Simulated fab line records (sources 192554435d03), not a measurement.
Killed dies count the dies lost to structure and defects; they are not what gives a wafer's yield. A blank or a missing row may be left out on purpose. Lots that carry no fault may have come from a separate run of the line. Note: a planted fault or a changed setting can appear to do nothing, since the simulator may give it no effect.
Code-filled problem report in 8D (eight disciplines) form | flow n5Finfet | the parts of the form that need people (team, actions taken, sign-off) are left out

## 1. WHAT IS WRONG
trenchDepthNm at N5_BEOL_M1_OCD_MEAS_38 reads a mean of 44.8 nm on 2 wafers of 2 lots; wafers without a fault read 54.9 nm with a standard deviation of 0.88. Measured from the usual mean, that is -12 standard deviations.
First observed at day 10 16:21: wafer L844.2, on ocd-01. The record holds 27 wafers of 9 lots with a number at this step. The rule behind "out" and "out of limits": a value lying over 4 standard deviations away from the usual mean. The rest of the wafers with a number are treated as sound.

## 2. WHAT IT IS, WHAT IT ISN'T
question                    | is                | is not
which readings at this step | trenchDepthNm     | -
which lots                  | L844, L845        | L829, L831, L832, L838, L843, L848, L849
which wafers of those lots  | L844.2, L845.5    | L844.1, L844.4, L845.3, L845.6
read on which gauges        | ocd-01, ocd-02    | -
when                        | from day 10 16:21 | up to then (17 sound wafers); but 8 sound wafers of L845, L848, L849 came after

## 3. SUSPECTS, AND WHAT RULES EACH OUT
Counting: any tool at a process step up to the reading remains a suspect provided it ran every lot that is out. Sound lots after the first of them don't rule it out here, since some wafers of a struck lot are sound.
- the gauge at N5_BEOL_M1_OCD_MEAS_38 is ruled out. The wafers that are out were read on 2 gauges (ocd-01, ocd-02).
- rieDiel-03 at N5_BEOL_M1_VIA_ETCH_34 (etches the open film in C4F6/O2, target depth 67.8 nm, time 64.4 s): kept. Ran every lot that is out, first one L844 (day 10 16:06); last sound lot up to then L843 (day 10 11:13).
- rieDiel-03 at N5_BEOL_M1_TRENCH_ETCH_37 (etches SiOC in C4F6/O2, target depth 55.207 nm, time 29 s): kept. Ran every lot that is out, first one L844 (day 10 16:12); last sound lot up to then L843 (day 10 11:19).
- rieDiel-03 at N5_BEOL_M1_STRIP_97 (strips in N2/H2, time 10 s): kept. Ran every lot that is out, first one L844 (day 10 16:21); last sound lot up to then L843 (day 10 11:29). Because N5_BEOL_M1_STRIP_97 lacks a start for some lots, the hours and order of its lots are taken from N5_BEOL_M1_OCD_MEAS_38.
The count leaves rieDiel-03 at N5_BEOL_M1_VIA_ETCH_34, rieDiel-03 at N5_BEOL_M1_TRENCH_ETCH_37, and rieDiel-03 at N5_BEOL_M1_STRIP_97.

## 4. THE CAUSE (what the simulator had put in)
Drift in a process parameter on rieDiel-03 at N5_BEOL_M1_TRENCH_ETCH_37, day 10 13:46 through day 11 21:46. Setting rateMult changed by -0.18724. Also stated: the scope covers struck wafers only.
After counting, 3 suspects remain, this tool included.

## 5. SEQUENCE OF EFFECTS, ordered by route
Each row: a reading whose mean over the struck wafers that have a number lies more than 3 standard deviations from the usual. Only readings for which the record gives a usual standard deviation are gone through. hours: the time from each lot's start at the first step in this table that gives one to its start at this step, as a median over the lots. sigmas: the change in usual standard deviations.
hours | step                   | reading       | usual   | on struck wafers | change | sigmas
0     | N5_BEOL_M1_OCD_MEAS_38 | trenchDepthNm | 54.9 nm | 44.8             | -10.1  | -12
At these later measuring or inspecting steps, every struck wafer for which the step has a row has a number for every such reading, and none has moved that far: N5_BEOL_M1_CD_MEAS_35, N5_BEOL_M4_RC_MEAS_101.

## 6. HOW IT WOULD HAVE BEEN CAUGHT EARLIER
3 hours passed between the start of the fault at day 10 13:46 and the first reading out of limits at a measuring or inspecting step in this record, taken at day 10 16:21.
No tool reading at N5_BEOL_M1_TRENCH_ETCH_37 that has a usual standard deviation in the record was out on any struck wafer, so an alarm limit of 4 standard deviations on those readings would not have fired.
Among the 2 lots that are out, L845 began N5_BEOL_M1_TRENCH_ETCH_37 on rieDiel-03 after day 10 16:21. Holding the tool at that time would have saved it.
